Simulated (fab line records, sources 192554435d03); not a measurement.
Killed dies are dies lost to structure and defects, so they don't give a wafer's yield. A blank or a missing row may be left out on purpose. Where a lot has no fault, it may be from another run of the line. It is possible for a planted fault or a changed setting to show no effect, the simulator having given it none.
Matching of chambers || flow n5 finfet || N5_BEOL_M2_ILD_DEP_00 on pecvd-01: 3 sister chambers
The step deposits SiOC from DEMS/O2, target thk 79 nm, time 15.3 s. 3 wafers are shown with their chamber, then 11 later ones without.

== WAFERS WITH THEIR CHAMBER ==
{"wafer": "L092.2", "chamber": 1, "showerhead vpp V (V)": 1389}
{"wafer": "L092.5", "chamber": 0, "showerhead vpp V (V)": 1368}
{"wafer": "L094.2", "chamber": 2, "showerhead vpp V (V)": 1314}

== WAFERS WITH NO CHAMBER GIVEN ==
{"wafer": "L094.3", "showerhead vpp V (V)": 1393}
{"wafer": "L094.5", "showerhead vpp V (V)": 1318}
{"wafer": "L095.1", "showerhead vpp V (V)": 1338}
{"wafer": "L095.4", "showerhead vpp V (V)": 1398}
{"wafer": "L095.6", "showerhead vpp V (V)": 1372}
{"wafer": "L096.2", "showerhead vpp V (V)": 1387}
{"wafer": "L096.4", "showerhead vpp V (V)": 1318}
{"wafer": "L096.5", "showerhead vpp V (V)": 1380}
{"wafer": "L097.3", "showerhead vpp V (V)": 1369}
{"wafer": "L097.5", "showerhead vpp V (V)": 1419}
{"wafer": "L097.6", "showerhead vpp V (V)": 1343}

== EACH ONE'S CHAMBER ==
{"wafer": "L094.3", "from the rows above": "can't be placed: 1 or 0", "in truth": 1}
{"wafer": "L094.5", "from the rows above": 2, "in truth": 2}
{"wafer": "L095.1", "from the rows above": "can't be placed: 2 or 0 or 1", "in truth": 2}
{"wafer": "L095.4", "from the rows above": "can't be placed: 1 or 0", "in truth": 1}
{"wafer": "L095.6", "from the rows above": "can't be placed: 0 or 1", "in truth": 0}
{"wafer": "L096.2", "from the rows above": "can't be placed: 1 or 0", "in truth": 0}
{"wafer": "L096.4", "from the rows above": 2, "in truth": 2}
{"wafer": "L096.5", "from the rows above": "can't be placed: 1 or 0", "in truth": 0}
{"wafer": "L097.3", "from the rows above": "can't be placed: 0 or 1", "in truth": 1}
{"wafer": "L097.5", "from the rows above": "can't be placed: 1 or 0", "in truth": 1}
{"wafer": "L097.6", "from the rows above": "can't be placed: 0 or 2 or 1", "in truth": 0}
Correct placement for 2 of the 11. Cannot be placed on the basis of these rows: 9; the candidates contain the true chamber in 9. Wrongly placed: 0.
How it was worked out, from the rows above alone: a wafer's distance from a chamber is the root of the sum, over the readings, of the square of ((its reading less the chamber's mean) divided by the reading's scatter). The wafer belongs to the nearest chamber; if the next one is less than 2 further off, it can't be placed. For every chamber, the mean is computed from those of its wafers that are shown. The scatter: root of mean squared gap, hidden wafer to nearest shown wafer, with one shown wafer a chamber.
